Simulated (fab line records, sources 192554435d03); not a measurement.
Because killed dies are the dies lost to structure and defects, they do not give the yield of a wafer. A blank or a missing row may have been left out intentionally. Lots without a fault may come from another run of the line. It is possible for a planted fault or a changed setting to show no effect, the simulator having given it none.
fab line records -- flow n5Finfet
[record] lots = 6, wafers = 18, lastDay = 17
route steps=1938 shown BEOL_M2@867 BEOL_M4@1111
lots with no fault: from the same line, run without faults
startH: hours from the record's opening day to when the first of the lot's shown wafers began -- waitH: hours since the lot's step before -- " same as the row above -- L1.1+2: several wafers, shown together as one row -- - no value, or no start given -- * or withheld: withheld -- < > ~ a bound
route shown NAME@n: names a module that has steps shown in the file, with the first one's number in the route -- usual: mean/standard deviation taken from wafers without a fault -- same: alike in all rows -- chamber/n: place in a boat -- sites: readings site by site -- _std_site: the standard deviation of these -- _edge_site: the outer-site mean with the inner-site mean subtracted -- radiusMm: for every site, how far away it sits from the centre of the wafer -- mask NAME#n: copy n -- behind: the tool/chamber that last shaped the wafer -- hold: the reason the lot was held/the length of the hold in hours/how it ended -- device: whichever transistor did not switch (one of n, p or np) -- end of line: the route-end tests of the same wafers -- a step with no rows: only its recipe -- killed: the dies lost at the first sort to structure and to defects; this is not the yield of the wafer -- map: a wafer's dies, marking killed ones x, the rest . and places with no die _
set.NAME: the setting the step ran with; set.NAME@STEP: the setting that earlier step ran with -- model.NAME: the simulator's own value behind a step, which no gauge read
certain route steps with their lots: each step a table, each wafer a row
services: a tool's chamber out of use, with start hour (startH, from the record's first day; less than 0 if before it), hours out, and reason
[[steps]]
[step N5_BEOL_M2_COAT_67]
[recipe] resist = SOC, tempC = 250, timeS = 60, spinRpm = 1500, resistThkNm = 60
[step N5_BEOL_M2_COAT_68]
[recipe] resist = SiARC, tempC = 220, timeS = 60, spinRpm = 1500, resistThkNm = 12
[step N5_BEOL_M2_COAT_76]
[recipe] resist = underlayer, tempC = 205, timeS = 60, spinRpm = 1500, resistThkNm = 5
[step N5_BEOL_M2_COAT_22]
[recipe] resist = CAR-EUV, spinRpm = 1500, resistThkNm = 30
[step N5_BEOL_M2_EBR_24]
[recipe] solvent = PGMEA, ebrWidthMm = 1.5
[step N5_BEOL_M2_SOFTBAKE_23]
[recipe] tempC = 110, timeS = 60, resist = CAR-EUV
[step N5_BEOL_M2_EXPOSE_25]
[recipe] maskId = V1, na = 0.33, sourceShape = quasar, sigmaInner = 0.2, sigmaOuter = 0.8, polarization = unpolarized, defocusNm = 5, doseMj = 63
[step N5_BEOL_M2_PEB_26]
[recipe] pebTempC = 100, pebTimeS = 60, resist = CAR-EUV
[step N5_BEOL_M2_DEVELOP_27]
[recipe] developTimeS = 30, developer = TMAH, resist = CAR-EUV, rinseLiquid = surfactantRinse, dry = airSpin, devTempC = 23
[step N5_BEOL_M2_CD_MEAS_28]
[recipe] targetCdNm = 26.2, landingEnergyEv = 500, detector = seInlens, targetCdYNm = 24.1, polarity = opening
[usual] cdNm = 26.31/0.22
lot.wafer,tool,chamber,startH,waitH,cdNm
L249.1,cdSem-03,0,169.12,-,25.98
L249.4,cdSem-03,0,169.12,-,26.22
L249.5,cdSem-03,0,169.12,-,25.98
L250.2,cdSem-03,0,172.56,-,25.72
L250.4,cdSem-03,0,172.56,-,26.32
L250.6,cdSem-03,0,172.56,-,26.55
L253.1,cdSem-02,0,192.36,-,26.45
L253.2,cdSem-02,0,192.36,-,26.16
L253.6,cdSem-02,0,192.36,-,26.27
L259.1,cdSem-03,0,229.69,-,26.34
L259.2,cdSem-03,0,229.69,-,26.23
L259.3,cdSem-03,0,229.69,-,26.50
L263.2,cdSem-03,0,250.64,-,26.51
L263.3,cdSem-03,0,250.64,-,26.27
L263.6,cdSem-03,0,250.64,-,26.39
L264.2,cdSem-03,0,260.38,-,26.25
L264.3,cdSem-03,0,260.38,-,26.70
L264.4,cdSem-03,0,260.38,-,26.37
[step N5_BEOL_M2_OVL_MEAS_29]
[recipe] pointsPerWafer = 522
[usual] V1_OVL = -0.6/0.62
lot.wafer,tool,chamber,startH,waitH,V1_OVL[nm]
L249.1,overlay-01,0,169.15,0.0,-0.8
L249.4,overlay-01,0,169.15,0.0,-0.3
L249.5,overlay-01,0,169.15,0.0,-1.2
L250.2,overlay-02,0,172.60,0.0,-1.9
L250.4,overlay-02,0,172.60,0.0,-1.2
L250.6,overlay-02,0,172.60,0.0,-1.2
L253.1,overlay-02,0,192.39,0.0,-0.7
L253.2,overlay-02,0,192.39,0.0,-0.4
L253.6,overlay-02,0,192.39,0.0,-0.9
L259.1,overlay-01,0,229.72,0.0,-1.0
L259.2,overlay-01,0,229.72,0.0,-0.5
L259.3,overlay-01,0,229.72,0.0,-2.2
L263.2,overlay-02,0,250.67,0.0,-0.7
L263.3,overlay-02,0,250.67,0.0,-1.4
L263.6,overlay-02,0,250.67,0.0,-1.2
L264.2,overlay-02,0,260.42,0.0,-0.3
L264.3,overlay-02,0,260.42,0.0,-0.3
L264.4,overlay-02,0,260.42,0.0,-0.8
[step N5_BEOL_M2_INSPECT_30]
[recipe] mode = adi, inspectInstrument = brightfield
[usual] rawDefectCount = 419/93
lot.wafer,tool,chamber,startH,waitH,rawDefectCount
L249.1,defectInspect-01,-,169.21,0.1,297
L249.4,defectInspect-01,-,169.21,0.1,468
L249.5,defectInspect-01,-,169.21,0.1,378
L250.2,defectInspect-01,-,172.65,0.0,358
L250.4,defectInspect-01,-,172.65,0.0,292
L250.6,defectInspect-01,-,172.65,0.0,294
L253.1,defectInspect-02,-,192.45,0.1,594
L253.2,defectInspect-02,-,192.45,0.1,675
L253.6,defectInspect-02,-,192.45,0.1,536
L259.1,defectInspect-01,-,229.79,0.1,295
L259.2,defectInspect-01,-,229.79,0.1,280
L259.3,defectInspect-01,-,229.79,0.1,258
L263.2,defectInspect-01,-,250.73,0.0,386
L263.3,defectInspect-01,-,250.73,0.0,456
L263.6,defectInspect-01,-,250.73,0.0,227
L264.2,defectInspect-02,-,260.47,0.0,368
L264.3,defectInspect-02,-,260.47,0.0,471
L264.4,defectInspect-02,-,260.47,0.0,437
[step N5_BEOL_M2_DESCUM_33]
[recipe] chemistry = O2, timeS = 7, sourcePowerW = 50, biasPowerW = 20, pressureMtorr = 20, rfFrequencyHz = 2.712e+07, tempC = 40, resist = CAR-EUV, o2FlowSccm = 225
[usual] drypumpMotorCurrentA = 5.8/0.38, o2FlowSccm = 225.0/0.73, oesProductAu = 0.79/0.1, rfVppV = 242.9/1.3, showerheadPlenumPTorr = 2.07/0.077, throttleValvePct = 20.37/0.24
lot.wafer,tool,chamber,startH,waitH,drypumpMotorCurrentA,o2FlowSccm,oesProductAu,rfHoursCounterH,rfVppV,showerheadPlenumPTorr,throttleValvePct,model.CAR-EUV_of_BEOL_M2_COAT_22.thkNm
L249.1,rieDiel-03,2,169.25,0.0,5.4,225.1,0.67,238,242.4,2.04,20.35,25.8
L249.4,rieDiel-03,1,169.25,0.0,6.3,225.5,0.78,117,244.7,2.10,20.43,26
L249.5,rieDiel-03,1,169.25,0.0,6.4,226.1,0.77,-,245.2,2.10,20.44,26
L250.2,rieDiel-05,3,172.69,0.0,6.5,225.4,0.71,203,243.9,2.16,20.65,26.2
L250.4,rieDiel-05,0,172.69,0.0,5.8,224.5,0.71,220,243.5,2.18,20.48,26
L250.6,rieDiel-05,1,172.69,0.0,5.1,224.6,0.70,-,242.5,2.17,20.79,26.2
L253.1,rieDiel-05,2,192.49,0.0,5.5,225.2,0.93,23,241.2,2.04,20.02,26.2
L253.2,rieDiel-05,3,192.49,0.0,6.5,225.1,0.70,210,243.5,2.16,20.66,25.4
L253.6,rieDiel-05,2,192.49,0.0,5.5,224.8,0.94,-,241.7,2.04,20.02,26.2
L259.1,rieDiel-05,0,229.82,0.0,5.8,225.1,0.69,239,244.1,2.17,20.49,26
L259.2,rieDiel-05,2,229.82,0.0,5.5,225.0,0.90,34,243.3,2.03,20.05,25.6
L259.3,rieDiel-05,3,229.82,0.0,6.5,223.9,0.69,221,244.3,2.15,20.67,26
L263.2,rieDiel-03,0,250.76,0.0,6.3,226.0,1.01,3,242.6,2.06,20.26,26.2
L263.3,rieDiel-03,2,250.76,0.0,5.5,224.7,0.96,13,242.2,2.04,19.97,26
L263.6,rieDiel-03,3,250.76,0.0,6.0,225.5,0.70,-,242.2,2.05,20.07,26
L264.2,rieDiel-03,0,260.50,0.0,6.3,224.6,0.97,6,243.5,2.06,20.27,26
L264.3,rieDiel-03,3,260.50,0.0,5.9,225.3,0.70,227,242.2,2.05,20.06,26
L264.4,rieDiel-03,1,260.50,0.0,6.3,224.9,0.74,150,244.1,2.09,20.48,26
[step N5_BEOL_M2_ETCH_77]
[recipe] chemistry = N2/H2, target = underlayer, targetDepthA = 65, maskMaterial = CAR-EUV, timeS = 5.2, ionEnergyEv = 200, pressureMtorr = 30, sourceW = 840, biasW = 150, n2FlowSccm = 200, h2FlowSccm = 200, ends = cleared
[usual] drypumpMotorCurrentA = 5.9/0.38, etchRfOnTimeS = 5.14/0.11, oesProductAu = 0.67/0.087, rfVppV = 523.3/2.6, showerheadPlenumPTorr = 2.52/0.087, throttleValvePct = 17.81/0.22
lot.wafer,tool,chamber,startH,waitH,drypumpMotorCurrentA,etchRfOnTimeS,oesProductAu,rfHoursCounterH,rfVppV,showerheadPlenumPTorr,throttleValvePct
L249.1,rieDiel-03,2,169.28,0.0,5.5,5.02,0.58,238,523.4,2.49,17.87
L249.4,rieDiel-03,1,169.28,0.0,6.4,5.24,0.66,117,524.4,2.54,17.72
L249.5,rieDiel-03,1,169.28,0.0,6.4,5.24,0.66,-,524.4,2.54,17.74
L250.2,rieDiel-05,3,172.72,0.0,6.5,5.11,0.61,203,526.1,2.64,18.25
L250.4,rieDiel-05,0,172.72,0.0,5.7,5.12,0.60,220,526.3,2.61,17.77
L250.6,rieDiel-05,1,172.72,0.0,5.2,5.07,0.61,-,525.0,2.62,18.06
L253.1,rieDiel-05,2,192.53,0.0,5.5,5.13,0.77,23,525.4,2.48,17.43
L253.2,rieDiel-05,3,192.53,0.0,6.5,5.08,0.60,210,522.2,2.64,18.27
L253.6,rieDiel-05,2,192.53,0.0,5.5,5.17,0.77,-,522.5,2.48,17.42
L259.1,rieDiel-05,0,229.85,0.0,5.8,5.17,0.59,239,526.1,2.60,17.78
L259.2,rieDiel-05,2,229.85,0.0,5.5,5.21,0.75,34,523.5,2.48,17.46
L259.3,rieDiel-05,3,229.85,0.0,6.5,5.12,0.60,221,524.0,2.63,18.29
L263.2,rieDiel-03,0,250.80,0.0,6.3,5.00,0.86,3,524.4,2.50,17.57
L263.3,rieDiel-03,2,250.80,0.0,5.5,4.97,0.83,13,523.3,2.48,17.46
L263.6,rieDiel-03,3,250.80,0.0,5.9,5.03,0.60,-,525.0,2.53,17.74
L264.2,rieDiel-03,0,260.54,0.0,6.3,5.01,0.86,6,523.4,2.49,17.58
L264.3,rieDiel-03,3,260.54,0.0,5.9,5.05,0.60,227,524.7,2.53,17.75
L264.4,rieDiel-03,1,260.54,0.0,6.3,5.25,0.65,150,523.5,2.53,17.78
[step N5_BEOL_M2_ETCH_69]
[recipe] chemistry = CF4, target = SiARC, targetDepthA = 156, maskMaterial = CAR-EUV, timeS = 26, ionEnergyEv = 80, pressureMtorr = 40, sourceW = 545, biasW = 36, Ar_flow_sccm = 100, cf4FlowSccm = 100, ends = cleared
[usual] drypumpMotorCurrentA = 5.8/0.39, etchRfOnTimeS = 25.9/0.56, oesProductAu = 0.67/0.086, rfVppV = 183.9/1.2, showerheadPlenumPTorr = 2.12/0.069, throttleValvePct = 15.58/0.2
lot.wafer,tool,chamber,startH,waitH,drypumpMotorCurrentA,etchRfOnTimeS,oesProductAu,rfHoursCounterH,rfVppV,showerheadPlenumPTorr,throttleValvePct
L249.1,rieDiel-03,2,169.30,0.0,5.4,25.1,0.58,238,185.3,2.11,15.69
L249.4,rieDiel-03,1,169.30,0.0,6.4,26.1,0.67,117,184.9,2.15,15.59
L249.5,rieDiel-03,1,169.30,0.0,6.3,26.1,0.66,-,184.6,2.15,15.59
L250.2,rieDiel-05,3,172.74,0.0,6.5,25.6,0.61,203,183.7,2.20,15.88
L250.4,rieDiel-05,0,172.74,0.0,5.7,25.7,0.61,220,184.9,2.20,15.55
L250.6,rieDiel-05,1,172.74,0.0,5.2,25.3,0.61,-,184.0,2.19,15.88
L253.1,rieDiel-05,2,192.55,0.0,5.5,25.9,0.78,23,183.5,2.10,15.25
L253.2,rieDiel-05,3,192.55,0.0,6.5,25.4,0.61,210,183.1,2.20,15.90
L253.6,rieDiel-05,2,192.55,0.0,5.5,25.8,0.78,-,184.3,2.10,15.26
L259.1,rieDiel-05,0,229.87,0.0,5.8,25.5,0.60,239,185.0,2.20,15.57
L259.2,rieDiel-05,2,229.87,0.0,5.5,26.3,0.75,34,184.0,2.09,15.26
L259.3,rieDiel-05,3,229.87,0.0,6.5,25.3,0.60,221,185.4,2.20,15.92
L263.2,rieDiel-03,0,250.81,0.0,6.3,25.7,0.86,3,182.6,2.10,15.36
L263.3,rieDiel-03,2,250.81,0.0,5.5,25.5,0.82,13,183.3,2.10,15.22
L263.6,rieDiel-03,3,250.81,0.0,5.9,25.8,0.59,-,184.2,2.12,15.51
L264.2,rieDiel-03,0,260.56,0.0,6.3,25.3,0.84,6,184.2,2.10,15.38
L264.3,rieDiel-03,3,260.56,0.0,5.9,25.1,0.61,227,183.7,2.12,15.52
L264.4,rieDiel-03,1,260.56,0.0,6.4,26.2,0.63,150,184.6,2.14,15.66
[step N5_BEOL_M2_ALD_98]
[recipe] material = SiO2, targetThkA = 25, tempC = 100, aldPrecursorFamily = BDEAS, aldCoReactant = O2-plasma, pulseTimeS = 1, coReactantPulseTimeS = 1, purgeTimeS = 2, coReactantPurgeTimeS = 2, aldCycles = 17, pressureTorr = 2
[usual] heaterPowerOuterW = 40/3.1, heaterPowerW = 77/5.6, precursorPulseHeightRel = 0.999/0.019
[same] purgeTimeS = 2
lot.wafer,tool,chamber,startH,waitH,heaterPowerOuterW,heaterPowerW,precursorPulseHeightRel
L249.1,aldSin-04,3,169.38,0.1,44,85,0.967
L249.4,aldSin-04,2,169.38,0.1,37,70,0.967
L249.5,aldSin-04,2,169.38,0.1,37,70,1.007
L250.2,aldSin-04,2,172.82,0.1,37,69,0.979
L250.4,aldSin-04,0,172.82,0.1,43,83,0.990
L250.6,aldSin-04,3,172.82,0.1,44,85,1.008
L253.1,aldSin-03,3,192.63,0.1,41,78,0.974
L253.2,aldSin-03,2,192.63,0.1,42,80,1.015
L253.6,aldSin-03,0,192.63,0.1,40,79,1.027
L259.1,aldSin-04,3,230.81,0.9,44,85,1.018
L259.2,aldSin-04,0,230.81,0.9,43,79,1.000
L259.3,aldSin-04,2,230.81,0.9,35,68,1.000
L263.2,aldSin-04,2,250.89,0.1,36,70,0.984
L263.3,aldSin-04,3,250.89,0.1,45,83,0.988
L263.6,aldSin-04,3,250.89,0.1,43,85,1.019
L264.2,aldSin-03,1,260.64,0.1,47,88,1.008
L264.3,aldSin-03,0,260.64,0.1,39,75,1.003
L264.4,aldSin-03,2,260.64,0.1,41,80,0.999
[step N5_BEOL_M2_ETCHBACK_99]
[recipe] chemistry = CHF3, target = SiO2, targetDepthA = 50, timeS = 10.4, sourceW = 215, biasW = 47, Ar_flow_sccm = 200, CHF3_flow_sccm = 12, ionEnergyEv = 100, pressureMtorr = 30
[usual] drypumpMotorCurrentA = 5.9/0.41, oesProductAu = 0.76/0.094, rfVppV = 241/5.2, showerheadPlenumPTorr = 2.14/0.073, throttleValvePct = 17.08/0.2
lot.wafer,tool,chamber,startH,waitH,drypumpMotorCurrentA,oesProductAu,rfHoursCounterH,rfVppV,showerheadPlenumPTorr,throttleValvePct,model.CAR-EUV_of_BEOL_M2_COAT_22.thkNm
L249.1,rieDiel-03,1,172.50,3.1,6.3,0.77,118,234,2.17,17.13,10.2
L249.4,rieDiel-03,3,172.50,3.1,5.9,0.72,192,236,2.14,16.91,10.2
L249.5,rieDiel-03,0,172.50,3.1,6.3,0.67,-,238,2.11,17.19,10.4
L250.2,rieDiel-03,1,176.13,3.3,6.4,0.77,119,236,2.17,17.12,10.4
L250.4,rieDiel-03,2,176.13,3.3,5.4,0.67,241,235,2.12,17.12,10.4
L250.6,rieDiel-03,0,176.13,3.3,6.3,0.67,-,239,2.11,17.21,10.4
L253.1,rieDiel-03,1,195.62,2.9,6.4,0.76,126,234,2.17,17.14,10.6
L253.2,rieDiel-03,2,195.62,2.9,5.4,0.67,247,235,2.11,17.14,9.8
L253.6,rieDiel-03,3,195.62,2.9,6.0,0.73,-,234,2.14,16.92,10.6
L259.1,rieDiel-02,0,230.96,0.1,6.3,0.73,166,243,1.98,17.26,10.4
L259.2,rieDiel-02,3,230.96,0.1,5.9,0.82,67,237,2.08,17.07,10
L259.3,rieDiel-02,1,230.96,0.1,5.4,0.71,204,246,2.24,17.08,10.4
L263.2,rieDiel-03,0,262.02,11.1,6.3,1.00,6,238,2.10,16.79,10.4
L263.3,rieDiel-03,1,262.02,11.1,6.3,0.74,150,234,2.16,17.20,10.4
L263.6,rieDiel-03,0,262.02,11.1,6.3,0.99,-,238,2.10,16.78,10.4
L264.2,rieDiel-03,1,265.43,4.7,6.3,0.75,151,236,2.16,17.21,10.4
L264.3,rieDiel-03,2,265.43,4.7,5.5,0.95,16,234,2.11,16.70,10.4
L264.4,rieDiel-03,0,265.43,4.7,6.3,0.99,7,238,2.10,16.78,10.4
[step N5_BEOL_M2_ETCH_70]
[recipe] chemistry = N2/H2, target = SOC, targetDepthA = 800, overetchA = 240, maskMaterial = SiARC, tempC = 40, timeS = 130, ionEnergyEv = 200, pressureMtorr = 30, sourceW = 840, biasW = 150, n2FlowSccm = 200, h2FlowSccm = 200
[usual] drypumpMotorCurrentA = 5.9/0.42, oesProductAu = 0.56/0.067, rfVppV = 523.5/2.3, showerheadPlenumPTorr = 2.53/0.085, throttleValvePct = 17.79/0.22
lot.wafer,tool,chamber,startH,waitH,drypumpMotorCurrentA,oesProductAu,rfHoursCounterH,rfVppV,showerheadPlenumPTorr,throttleValvePct
L249.1,rieDiel-03,1,172.54,0.0,6.4,0.58,118,522.8,2.54,17.68
L249.4,rieDiel-03,3,172.54,0.0,5.9,0.53,192,525.2,2.54,17.66
L249.5,rieDiel-03,0,172.54,0.0,6.3,0.50,-,523.5,2.51,17.95
L250.2,rieDiel-03,1,176.17,0.0,6.4,0.58,119,524.4,2.54,17.69
L250.4,rieDiel-03,2,176.17,0.0,5.5,0.49,241,522.0,2.49,17.83
L250.6,rieDiel-03,0,176.17,0.0,6.3,0.50,-,522.6,2.51,17.95
L253.1,rieDiel-03,1,195.66,0.0,6.3,0.57,126,525.0,2.54,17.71
L253.2,rieDiel-03,2,195.66,0.0,5.5,0.49,247,523.0,2.49,17.83
L253.6,rieDiel-03,3,195.66,0.0,6.0,0.52,-,521.4,2.54,17.68
L259.1,rieDiel-02,0,231.00,0.0,6.4,0.55,166,519.1,2.33,17.94
L259.2,rieDiel-02,3,231.00,0.0,6.0,0.61,67,522.2,2.46,17.76
L259.3,rieDiel-02,1,231.00,0.0,5.4,0.53,204,525.0,2.64,17.83
L263.2,rieDiel-03,0,262.05,0.0,6.3,0.72,6,522.0,2.50,17.54
L263.3,rieDiel-03,1,262.05,0.0,6.4,0.56,150,523.1,2.53,17.75
L263.6,rieDiel-03,0,262.05,0.0,6.3,0.73,-,524.2,2.50,17.54
L264.2,rieDiel-03,1,265.47,0.0,6.4,0.55,151,524.6,2.53,17.77
L264.3,rieDiel-03,2,265.47,0.0,5.5,0.69,16,523.8,2.48,17.40
L264.4,rieDiel-03,0,265.47,0.0,6.3,0.72,7,523.7,2.50,17.54
[step N5_BEOL_M4_RC_MEAS_101]
[usual] DIBL_N = 35.9/1.8, DIBL_P = 36.2/2, IOFF_N = 0.16/0.031, IOFF_P = 0.22/0.041, ION_N = 676/11, ION_P = 465/8.5, SS_N = 71.4/0.64, SS_P = 73.2/0.7, VT_N = 250/3.5, VT_P = -250/3.9
lot.wafer,tool,chamber,startH,waitH,DIBL_N[mV/V],DIBL_P[mV/V],IOFF_N[nA/um],IOFF_P[nA/um],ION_N[uA/um],ION_P[uA/um],SS_N[mV/dec],SS_P[mV/dec],VT_N[mV],VT_P[mV]
L250.2,prober-02,0,203.33,0.2,37.4,37.0,0.16,0.19,670,455,71.0,73.2,250,-253
L250.4,prober-02,0,203.33,0.2,33.1,32.1,0.10,0.13,662,455,69.5,72.3,256,-258
L250.6,prober-02,0,203.33,0.2,36.3,36.7,0.15,0.19,675,463,71.3,73.1,252,-254
L249.1,prober-02,0,214.72,0.0,33.6,33.3,0.11,0.15,660,449,70.8,72.5,256,-255
L249.4,prober-02,0,214.72,0.0,36.3,36.2,0.16,0.19,682,464,72.5,74.1,248,-255
L249.5,prober-02,0,214.72,0.0,35.6,34.8,0.15,0.18,665,453,71.9,72.7,248,-257
L253.1,prober-01,0,218.67,0.0,35.2,35.4,0.14,0.22,681,472,70.6,72.7,252,-248
L253.2,prober-01,0,218.67,0.0,37.9,38.2,0.19,0.27,689,470,72.1,73.4,246,-243
L253.6,prober-01,0,218.67,0.0,34.1,34.1,0.14,0.20,676,470,71.1,73.0,251,-250
L259.1,prober-01,0,259.86,0.0,33.9,34.3,0.12,0.15,662,447,71.9,72.3,254,-257
L259.2,prober-01,0,259.86,0.0,33.6,34.0,0.12,0.15,664,462,70.5,72.8,255,-256
L259.3,prober-01,0,259.86,0.0,35.2,35.5,0.13,0.17,668,456,70.8,72.6,252,-255
L263.2,prober-01,0,290.82,0.2,35.4,36.4,0.14,0.21,672,464,72.2,72.8,253,-250
L263.3,prober-01,0,290.82,0.2,37.2,38.7,0.18,0.26,674,469,72.0,74.0,250,-249
L263.6,prober-01,0,290.82,0.2,37.8,38.9,0.17,0.27,671,467,71.5,73.6,250,-249
L264.2,prober-01,0,292.66,0.2,38.8,38.5,0.21,0.29,686,469,72.1,73.8,245,-246
L264.3,prober-01,0,292.66,0.2,38.7,39.1,0.20,0.29,689,475,71.7,73.7,247,-246
L264.4,prober-01,0,292.66,0.2,35.1,34.3,0.13,0.20,675,471,71.2,72.9,253,-250
[[services]]
tool,chamber,startH,hours,kind
aldSin-03,-,178.17,14.0,pm
aldSin-03,0,178.17,14.0,ventCycle
aldSin-03,1,178.17,14.0,ventCycle
aldSin-03,2,178.17,14.0,ventCycle
aldSin-03,3,178.17,14.0,ventCycle
aldSin-04,1,178.87,152.3,repair
rieDiel-02,2,188.84,-,clean
rieDiel-03,2,203.59,-,clean
rieDiel-03,2,203.59,-,consumableReplace:focusRing
rieDiel-03,2,203.59,17.8,scheduledDown
rieDiel-03,2,203.59,17.8,ventCycle
aldSin-03,3,217.11,7.0,repair
rieDiel-03,1,217.32,3.5,repair
rieDiel-03,0,221.39,-,clean
rieDiel-03,0,221.39,-,consumableReplace:focusRing
rieDiel-03,0,221.39,21.7,scheduledDown
rieDiel-03,0,221.39,21.7,ventCycle
aldSin-04,-,250.48,0.3,repair
rieDiel-05,3,253.97,1.8,repair
rieDiel-05,0,257.65,-,clean
rieDiel-05,0,257.65,-,consumableReplace:focusRing
rieDiel-05,0,257.65,22.0,scheduledDown
rieDiel-05,0,257.65,22.0,ventCycle
rieDiel-02,1,259.41,3.0,repair
[[key]]
firstSign none at tools or gauges
[modelEffect] step = N5_BEOL_M2_DESCUM_33, value = CAR-EUV_of_BEOL_M2_COAT_22.thkNm, without = 26.2, struck = 25.5
[modelEffect] step = N5_BEOL_M2_ETCHBACK_99, value = CAR-EUV_of_BEOL_M2_COAT_22.thkNm, without = 10.5, struck = 9.9
metAt N5_BEOL_M2_DESCUM_33
struckWafers L253.2,L259.2
onsetBetween 172.69 192.49
[fault] kind = processParameterDrift, tool = rieDiel-05, chamber = -, onsetH = 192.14, steps = N5_BEOL_M2_DESCUM_33, channel = timeS, offset = *, shape = step, endH = 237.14, scope = struckWafersOnly, actsIn = *, stated = *
